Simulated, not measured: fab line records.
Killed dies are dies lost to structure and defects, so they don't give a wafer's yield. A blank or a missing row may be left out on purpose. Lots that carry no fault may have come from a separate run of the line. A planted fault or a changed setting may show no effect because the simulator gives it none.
Which tool did it? -- flow n5 finfet -- 16 wafers from 6 lots sampled at 4 of the route's 1938 steps

== WHAT THE GAUGES READ, wafer by wafer ==
N5_PASSIVATION_OVL_MEAS_66.
lot,measured,on,PASS_OPEN_OVL (nm)
L352,day 12 11:42,overlay-01,2 -2 -6
L357,day 14 12:01,overlay-01,-5 4
L359,day 14 04:47,overlay-02,-14 -10
L363,day 15 00:43,overlay-01,-6 -6 -5
L371,day 17 04:49,overlay-01,2 -8 -4
L373,day 18 01:49,overlay-01,2 -3 4

== TOOL THAT RAN EACH LOT (tool first, then ch and the chambers of the sampled wafers, then the start) ==
lot,N5_ILD0_ALD_15,N5_PASSIVATION_PASS_ETCH_74,N5_PASSIVATION_PRE_CLEAN_19
L352,"ald sin-02 ch 0,2,3, day 3 21:00","rie diel-05 ch 1,2, day 12 06:36","pvd sputter-01, day 12 09:02"
L357,"ald sin-04 ch 0,3, day 5 08:04","rie diel-05 ch 0,1, day 14 08:49","pvd sputter-03, day 14 09:29"
L359,"ald sin-01 ch 2,3, day 5 15:17","rie diel-06 ch 2,3, day 14 01:37","pvd sputter-01, day 14 02:24"
L363,"ald sin-01 ch 1,2,3, day 6 16:11","rie diel-01 ch 0,1, day 14 21:17","pvd sputter-03, day 14 22:16"
L371,"ald sin-02 ch 1,2, day 8 18:28","rie diel-01 ch 1,3, day 17 01:44","pvd sputter-02, day 17 02:19"
L373,"ald sin-04 ch 0,2,3, day 9 04:52","rie diel-06 ch 1,3, day 17 22:26","pvd sputter-03, day 17 23:25"
- N5_ILD0_ALD_15: deposits SiNx, target thk 24 nm, pulse time 1 s, ald cycles 480.
- N5_PASSIVATION_PASS_ETCH_74: etches SiNx in CF4/O2, target depth 220 nm, time 110 s.
- N5_PASSIVATION_PRE_CLEAN_19

== THE ANSWER, worked out from the rows above alone ==
Rule: what is usual is taken from the lots themselves. Put in order of their means at a reading, lots are off if they are a third of the lots or fewer, leave a main group of 4 or more, and stand apart from it by a gap of 3 or more times the standard deviation of the main group's means; of several such gaps the widest counts. Not used: any main group whose means are identical at the precision the tables above print for the reading. A lot without any number at a reading at which 4 lots or more have one is off too. Where the step has rows for the other lots, those lots are counted as sound.
None of the lots is off at any reading shown; this tells nothing.

== WHAT THE SIMULATOR HAD PUT IN ==
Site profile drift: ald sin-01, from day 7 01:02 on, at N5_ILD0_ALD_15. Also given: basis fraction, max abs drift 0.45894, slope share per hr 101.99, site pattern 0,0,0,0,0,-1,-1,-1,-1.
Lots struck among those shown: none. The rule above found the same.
